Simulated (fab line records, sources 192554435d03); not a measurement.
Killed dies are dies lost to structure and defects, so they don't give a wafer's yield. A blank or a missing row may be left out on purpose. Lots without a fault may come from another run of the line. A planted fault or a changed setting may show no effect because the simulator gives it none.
fab line records | flow n5_finfet
record lots=11 wafers=29 last_day=18
route steps=1938 shown BEOL_M15@1813 TV_OPEN@1888 PASSIVATION@1910
lots that met no fault: from a run of the same line without faults
start_h: hours from the record's first day to the start of the lot's first wafer shown | wait_h: hours since the lot's step before | " the same as in the row above | L1.1+2: a row that stands for several wafers | - no value, or no start given | * or withheld: withheld | < > ~ a bound
route shown NAME@n: a module of which the file shows steps, and the number in the route of the first | usual: mean/standard deviation of fault-free wafers | same: alike in all rows | chamber/n: place in a boat | sites: the reading at each site | _std_site: their standard deviation | _edge_site: outer sites' mean less inner sites' | radius_mm: how far each site lies from the wafer's centre | mask NAME#n: copy n | behind: the tool/chamber that last shaped the wafer | hold: why the lot was held/for how many hours/how that ended | device: the transistor (n, p or np) that didn't switch | end of line: the same wafers' tests at the end of the route | a step without rows: its recipe alone | killed: dies lost to structure and defects at the first sort, not the wafer's yield | map: a wafer's dies, x killed, . not, _ none there
set.NAME: the setting as run; set.NAME@STEP: as run at that earlier step | model.NAME: the simulator's own value behind a step, which no gauge read
steps of the route over a sample of lots; a table a step, a row a wafer
services: from which hour (start_h, from the record's first day; less than 0 if before it) a tool's chamber was out of use, for how many hours, and why
## steps
# step N5_BEOL_M15_STRIP_37
# recipe chemistry=O2 power_w=600 temp_c=60 pressure_mtorr=30 rf_frequency_hz=6e+07 bias_power_w=0 overash_fraction=0.3 o2_flow_sccm=225
# usual drypump_motor_current_A=5.6/0.3 oes_product_au=0.81/0.092 rf_vpp_V=3.7/0.7 showerhead_plenum_p_Torr=2.11/0.041 throttle_valve_pct=16.60/0.2
# columns lot.wafer tool chamber start_h wait_h drypump_motor_current_A oes_product_au rf_hours_counter_h rf_vpp_V showerhead_plenum_p_Torr throttle_valve_pct
L948.1 rie_diel-06 3 262.76 - 5.3 0.81 104 3.5 2.03 16.64
L948.4 " 0 " " 5.9 0.70 200 4.6 2.14 16.64
L948.6 " 3 " " 5.3 0.81 - 4.3 2.03 16.65
L950.2 rie_diel-05 3 265.21 - 5.5 0.67 240 4.0 2.07 17.00
L950.4 " 1 " " 5.3 0.79 112 4.2 2.11 16.51
L950.5 " 0 " " 6.1 0.74 - 4.1 2.18 16.61
L952.2 rie_diel-05 0 291.50 - 6.0 0.73 198 3.1 2.17 16.61
L952.4 " 3 " " 5.5 0.68 247 4.1 2.07 17.01
L952.6 " 2 " " 5.5 0.80 - 3.5 2.11 16.62
L955.2 rie_diel-01 1 304.55 - 6.0 0.91 18 4.0 2.17 16.81
L955.3 " 2 " " 5.3 0.95 9 4.0 2.07 16.39
L953.5 rie_diel-01 3 312.35 - 5.7 0.70 - 4.2 2.13 16.48
L953.6 " 2 " " 5.3 0.94 - 5.1 2.07 16.39
L956.1 rie_diel-05 3 316.33 - 5.5 0.98 1 4.7 2.06 16.55
L956.3 " 0 " " 6.0 0.73 207 4.6 2.17 16.64
L956.4 " 1 " " 5.3 0.77 129 4.3 2.11 16.56
L958.4 rie_diel-05 1 324.44 - 5.3 0.77 132 5.2 2.10 16.54
L958.6 " 1 " " 5.3 0.75 - 2.4 2.10 16.55
L961.2 rie_diel-05 0 337.64 - 6.0 0.71 215 3.3 2.17 16.65
L961.3 " 3 " " 5.5 0.94 9 2.9 2.06 16.57
L961.6 " 1 " " 5.3 0.75 - 4.0 2.10 16.52
L962.1 rie_diel-05 3 347.43 - 5.5 0.93 13 4.3 2.06 16.58
L962.2 " 0 " " 6.0 0.72 219 4.0 2.16 16.65
L962.3 " 2 " " 5.6 0.78 107 3.7 2.10 16.64
L969.1 rie_diel-01 1 392.96 - 5.9 0.87 50 4.5 2.16 16.88
L969.4 " 2 " " 5.3 0.87 42 2.9 2.06 16.46
L969.6 " 2 " " 5.3 0.86 - 3.0 2.06 16.45
L970.1 rie_diel-06 0 415.29 - 5.8 0.69 237 3.7 2.13 16.71
L970.4 " 3 " " 5.3 0.77 143 3.7 2.01 16.73
# step N5_BEOL_M15_SPUTTER_43
# recipe material=TaN target_thk_a=150 temp_c=50 bias_v=168.6 power_w=15000 chamber_pressure_pa=0.12 time_s=24.19
# usual throttle_valve_pct=30.4/0.95
# columns lot.wafer tool chamber start_h wait_h throttle_valve_pct
L948.1 pvd_sputter-02 - 263.20 0.0 29.7
L948.4 " - " " 30.4
L948.6 " - " " 30.4
L950.2 pvd_sputter-02 - 266.25 0.0 30.0
L950.4 " - " " 32.2
L950.5 " - " " 30.6
L952.2 pvd_sputter-02 - 291.93 0.0 29.9
L952.4 " - " " 32.1
L952.6 " - " " 30.2
L955.2 pvd_sputter-03 - 305.22 0.0 29.3
L955.3 " - " " 30.9
L953.5 pvd_sputter-02 - 313.01 0.0 29.9
L953.6 " - " " 32.2
L956.1 pvd_sputter-03 - 317.02 0.0 30.6
L956.3 " - " " 31.0
L956.4 " - " " 29.6
L958.4 pvd_sputter-03 - 325.11 0.0 29.7
L958.6 " - " " 30.8
L961.2 pvd_sputter-01 - 338.17 0.0 30.2
L961.3 " - " " 28.5
L961.6 " - " " 29.7
L962.1 pvd_sputter-02 - 348.19 0.0 30.0
L962.2 " - " " 30.3
L962.3 " - " " 30.5
L969.1 pvd_sputter-02 - 393.54 0.0 29.8
L969.4 " - " " 30.6
L969.6 " - " " 30.8
L970.1 pvd_sputter-01 - 416.28 0.0 28.4
L970.4 " - " " 29.9
# step N5_PASSIVATION_VIA_ETCH_13
# recipe chemistry=CHF3/O2 target=SiO2 target_depth_a=6600 CHF3_flow_sccm=50 O2_flow_sccm=5 Ar_flow_sccm=200 time_s=330 mask_material=PR pressure_mtorr=30 source_w=650 bias_w=170 ion_energy_ev=200 ends=cleared
# usual drypump_motor_current_A=5.6/0.31 etch_rf_on_time_s=237/5.7 mfc_ar_sccm=200.0/0.61 oes_f_703_au=0.81/0.083 oes_product_au=0.73/0.075 rf_vpp_V=525/7.8 showerhead_plenum_p_Torr=2.42/0.053 throttle_valve_pct=18.80/0.19
# columns lot.wafer tool chamber start_h wait_h drypump_motor_current_A etch_rf_on_time_s mfc_ar_sccm oes_f_703_au oes_product_au rf_hours_counter_h rf_vpp_V showerhead_plenum_p_Torr throttle_valve_pct
L948.1 rie_diel-05 1 270.69 0.0 5.3 234 200.1 0.81 0.71 113 536 2.39 18.55
L948.4 " 2 " " 5.5 240 200.8 0.83 0.74 79 535 2.44 18.91
L948.6 " 1 " " 5.3 239 200.6 0.81 0.71 - 536 2.39 18.54
L950.2 rie_diel-05 0 274.32 0.0 6.1 233 199.3 0.73 0.66 193 529 2.51 18.87
L950.4 " 3 " " 5.5 240 199.2 0.70 0.61 242 520 2.37 19.16
L950.5 " 2 " " 5.6 238 200.0 0.82 0.73 - 535 2.44 18.89
L952.2 rie_diel-05 3 300.16 0.0 5.6 241 200.2 0.68 0.61 250 519 2.37 19.18
L952.4 " 0 " " 6.0 237 200.2 0.73 0.66 200 530 2.51 18.89
L952.6 " 2 " " 5.6 239 199.6 0.81 0.73 - 534 2.44 18.91
L955.2 rie_diel-06 2 313.70 0.0 5.6 236 199.5 0.69 0.61 230 510 2.39 19.14
L955.3 " 3 " " 5.3 234 200.8 0.80 0.72 117 515 2.33 18.91
L953.5 rie_diel-05 1 320.95 0.1 5.3 240 200.1 0.79 0.70 - 534 2.39 18.58
L953.6 " 0 " " 6.0 236 200.2 0.71 0.65 - 528 2.51 18.92
L956.1 rie_diel-05 0 324.77 0.0 6.0 234 200.1 0.72 0.64 211 529 2.51 18.91
L956.3 " 2 " " 5.6 231 200.0 0.80 0.73 97 534 2.43 18.93
L956.4 " 1 " " 5.3 235 199.9 0.79 0.70 132 536 2.39 18.58
L958.4 rie_diel-05 3 334.10 0.0 5.5 232 200.1 0.93 0.85 7 520 2.37 18.76
L958.6 " 0 " " 6.0 237 199.0 0.71 0.65 - 529 2.51 18.92
L961.2 rie_diel-06 2 346.52 0.0 5.6 239 200.3 0.69 0.61 236 511 2.38 19.12
L961.3 " 3 " " 5.3 233 199.6 0.79 0.71 122 516 2.33 18.92
L961.6 " 2 " " 5.6 246 200.9 0.69 0.61 - 512 2.38 19.14
L962.1 rie_diel-01 0 356.14 0.0 6.1 243 201.0 0.81 0.72 80 516 2.41 18.82
L962.2 " 2 " " 5.3 232 200.1 0.92 0.81 32 522 2.36 18.59
L962.3 " 1 " " 6.0 228 200.8 0.88 0.80 40 527 2.43 18.86
L969.1 rie_diel-06 3 406.54 0.0 5.3 233 200.0 0.77 0.70 140 516 2.32 18.93
L969.4 " 3 " " 5.3 232 199.9 0.78 0.70 - 516 2.32 18.94
L969.6 " 1 " " 5.3 248 199.5 0.84 0.75 - 518 2.46 18.69
L970.1 rie_diel-01 0 427.57 0.0 6.1 239 199.3 0.79 0.70 103 514 2.41 18.85
L970.4 " 2 " " 5.3 237 200.3 0.89 0.78 52 523 2.35 18.62
# step N5_PASSIVATION_ETCH_59
# recipe chemistry=Cl2/BCl3 target=TaN target_depth_a=650 time_s=34.9 ion_energy_ev=100 pressure_mtorr=10 icp_w=900 bias_w=100 Cl2_flow_sccm=60 bcl3_flow_sccm=30
# usual bcl3_flow_sccm=30.01/0.092 drypump_motor_current_A=5.8/0.41 oes_product_au=0.85/0.099 throttle_valve_pct=21.24/0.23
# columns lot.wafer tool chamber start_h wait_h bcl3_flow_sccm drypump_motor_current_A oes_product_au rf_hours_counter_h throttle_valve_pct
L948.1 rie_metal-03 1 274.35 0.4 30.06 5.1 0.77 57 21.04
L948.4 " 1 " " 30.08 5.1 0.77 - 21.03
L948.6 " 1 " " 30.08 5.1 0.77 - 21.03
L950.2 rie_metal-02 0 276.33 0.3 30.00 5.9 0.62 118 21.37
L950.4 " 1 " " 29.99 5.6 0.95 - 21.28
L950.5 " 1 " " 29.97 5.6 0.96 - 21.28
L952.2 rie_metal-02 1 303.01 0.6 30.18 5.6 0.92 - 21.29
L952.4 " 1 " " 29.99 5.6 0.92 - 21.30
L952.6 " 1 " " 30.10 5.6 0.92 - 21.30
L955.2 rie_metal-01 1 315.59 0.3 30.03 6.4 0.64 116 21.67
L955.3 " 1 " " 30.00 6.4 0.64 - 21.66
L953.5 rie_metal-03 0 322.89 0.1 29.97 6.2 0.81 - 21.44
L953.6 " 1 " " 29.92 5.1 0.76 - 21.04
L956.1 rie_metal-03 1 326.85 0.3 30.00 5.1 0.76 62 21.04
L956.3 " 1 " " 30.20 5.1 0.75 - 21.05
L956.4 " 0 " " 29.88 6.2 0.80 - 21.44
L958.4 rie_metal-02 1 336.10 0.2 30.13 5.6 0.91 - 21.28
L958.6 " 0 " " 29.91 5.9 0.95 - 20.74
L961.2 rie_metal-02 0 349.10 0.3 30.01 5.9 0.92 3 20.76
L961.3 " 1 " " 30.04 5.6 0.88 - 21.31
L961.6 " 1 " " 30.08 5.6 0.89 - 21.29
L962.1 rie_metal-01 0 358.32 0.3 30.02 5.6 0.89 11 21.22
L962.2 " 1 " " 30.06 6.4 1.00 1 21.35
L962.3 " 1 " " 30.21 6.4 1.00 - 21.35
L969.1 rie_metal-02 1 408.59 0.3 30.01 5.6 0.86 16 21.32
L969.4 " 0 " " 29.94 5.9 0.90 - 20.75
L969.6 " 1 " " 30.02 5.6 0.87 - 21.31
L970.1 rie_metal-01 1 429.74 0.3 29.96 6.3 0.93 7 21.35
L970.4 " 1 " " 30.00 6.4 0.93 - 21.36
# step N5_PASSIVATION_PROBE_49
# usual defect_limited_yield=91.7/1.7 killed_at_M0_to_M3=34/10 killed_at_M4_up=13/5.1 killed_at_contacts=12/6.2 killed_at_front_end=36/12 killed_at_other=3.2/2.6 killed_dies=98/20 killed_on_rim=13/4.5 killed_open=65/13 killed_short=32/8.4 sort_bin_5_function=4.8/1.1 sort_bin_6_memory=3.2/0.74 sort_n_pass=1082/20 sort_yield_pct=91.7/1.7
# same gross_dies=1180 killed_at_back_side=0 sort_bin_4_leakage[%]=0 sort_bin_8_speed[%]=0
# columns lot.wafer tool chamber start_h wait_h defect_limited_yield[%] killed_at_M0_to_M3 killed_at_M4_up killed_at_contacts killed_at_front_end killed_at_other killed_dies killed_on_rim killed_open killed_short sort_bin_5_function[%] sort_bin_6_memory[%] sort_n_pass sort_yield_pct[%]
L961.2 prober-02 - 353.84 0.1 84.8 30 89 6 53 1 179 34 65 46 9.1 4.2 1001 84.8
L961.3 prober-02 - 353.89 0.1 87.1 27 71 3 48 3 152 28 60 30 7.0 3.6 1028 87.1
L961.6 prober-02 - 354.04 0.3 85.0 22 93 14 45 3 177 29 69 23 9.3 3.5 1003 85.0
L962.1 prober-01 - 362.68 0.0 86.4 26 82 10 37 5 160 30 54 30 9.2 2.5 1020 86.4
L962.2 prober-01 - 362.73 0.1 86.7 47 78 8 22 2 157 28 61 22 7.9 3.9 1023 86.7
L962.3 prober-01 - 362.78 0.1 84.5 30 114 8 24 7 183 30 57 28 10.1 3.2 997 84.5
# killed by level:class
L961.2 BEOL_M15:unspecified=68 FIN_SAQP:geometric_particle:short=11 BEOL_M0_SAQP:geometric_particle:short=10 FIN_SAQP:geometric_particle:open=9 BEOL_M4:geometric_particle:open=8 BEOL_M2:geometric_particle:open=7 GATE_CUT:geometric_particle:short=6 BEOL_M0_SAQP:geometric_particle:open=6
L961.3 BEOL_M15:unspecified=62 BEOL_M1:geometric_particle:open=13 FIN_SAQP:geometric_particle:open=10 STI_FIN_REVEAL:geometric_particle:open=9 GATE_CUT:geometric_particle:short=9 ILD0:geometric_particle:open=4 GATE_CUT:geometric_particle:open=4 BEOL_M3:geometric_particle:open=4
L961.6 BEOL_M15:unspecified=83 MOL_CONTACT_COAG:geometric_particle:open=13 FIN_SAQP:geometric_particle:short=8 FIN_SAQP:geometric_particle:open=8 BEOL_M1:geometric_particle:open=7 ILD0:geometric_particle:open=6 BEOL_M0_SAQP:geometric_particle:open=6 SPACER0:geometric_particle:open=4
L962.1 BEOL_M15:unspecified=74 MOL_CONTACT_COAG:geometric_particle:open=9 DUMMY_GATE:geometric_particle:open=7 FIN_SAQP:geometric_particle:short=6 BEOL_M0_SAQP:geometric_particle:short=6 FIN_SAQP:geometric_particle:open=5 STI_FIN_REVEAL:geometric_particle:open=5 BEOL_M2:geometric_particle:open=5
L962.2 BEOL_M15:unspecified=74 BEOL_M0_SAQP:geometric_particle:open=18 BEOL_M0_SAQP:geometric_particle:short=8 BEOL_M3:geometric_particle:open=8 MOL_CONTACT_COAG:geometric_particle:open=6 BEOL_M2:geometric_particle:open=6 DUMMY_GATE:geometric_particle:open=5 FIN_SAQP:geometric_particle:open=4
L962.3 BEOL_M15:unspecified=98 BEOL_M0_SAQP:geometric_particle:open=12 BEOL_M0_SAQP:geometric_particle:short=10 BEOL_M4:geometric_particle:open=9 MOL_CONTACT_COAG:geometric_particle:open=7 FIN_SAQP:geometric_particle:short=4 STI_FIN_REVEAL:geometric_particle:open=4 BEOL_M8:geometric_particle:open=4
## services
# columns tool chamber start_h hours kind
rie_metal-02 1 253.66 - clean
rie_metal-02 1 253.66 11.0 scheduled_down
rie_metal-02 1 253.66 11.0 vent_cycle
pvd_sputter-01 - 260.51 3.0 repair
rie_diel-06 0 274.36 3.1 repair
rie_diel-06 3 294.02 4.3 repair
rie_metal-02 0 295.13 - clean
rie_metal-02 0 295.13 32.6 scheduled_down
rie_metal-02 0 295.13 32.6 vent_cycle
rie_diel-05 3 300.48 - clean
rie_diel-05 3 300.48 - consumable_replace:focus_ring
rie_diel-05 3 300.48 12.2 scheduled_down
rie_diel-05 3 300.48 12.2 vent_cycle
rie_diel-06 - 331.77 14.6 pm
rie_metal-01 - 355.07 0.8 repair
rie_metal-03 - 359.48 2.8 pm
rie_diel-06 2 387.27 - clean
rie_diel-06 2 387.27 - consumable_replace:focus_ring
rie_diel-06 2 387.27 21.7 scheduled_down
rie_diel-06 2 387.27 21.7 vent_cycle
pvd_sputter-03 - 393.46 7.6 repair
pvd_sputter-01 - 395.24 4.6 repair
rie_diel-05 1 406.43 4.8 repair
rie_diel-06 - 424.84 1.4 repair
## key
first_sign step=N5_PASSIVATION_PROBE_49 reading=killed_at_M4_up direction=up sigmas=15 usual=13 struck=88
effect step=N5_PASSIVATION_PROBE_49 reading=defect_limited_yield direction=down sigmas=3.6 usual=91.7 struck=85.8
more_kills_born_at N5_BEOL_M15_STRIP_37@rie_diel-05=459
met_at N5_BEOL_M15_STRIP_37
struck_lots L961,L962
not_acting_at N5_BEOL_M15_SPUTTER_43,N5_PASSIVATION_VIA_ETCH_13,N5_PASSIVATION_ETCH_59
onset_between 324.44 337.64
fault kind=chamber_particle_source tool=rie_diel-05 chamber=- onset_h=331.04 steps=N5_BEOL_M15_STRIP_37 rate_per_visit_cm2=0.92371 end_h=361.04
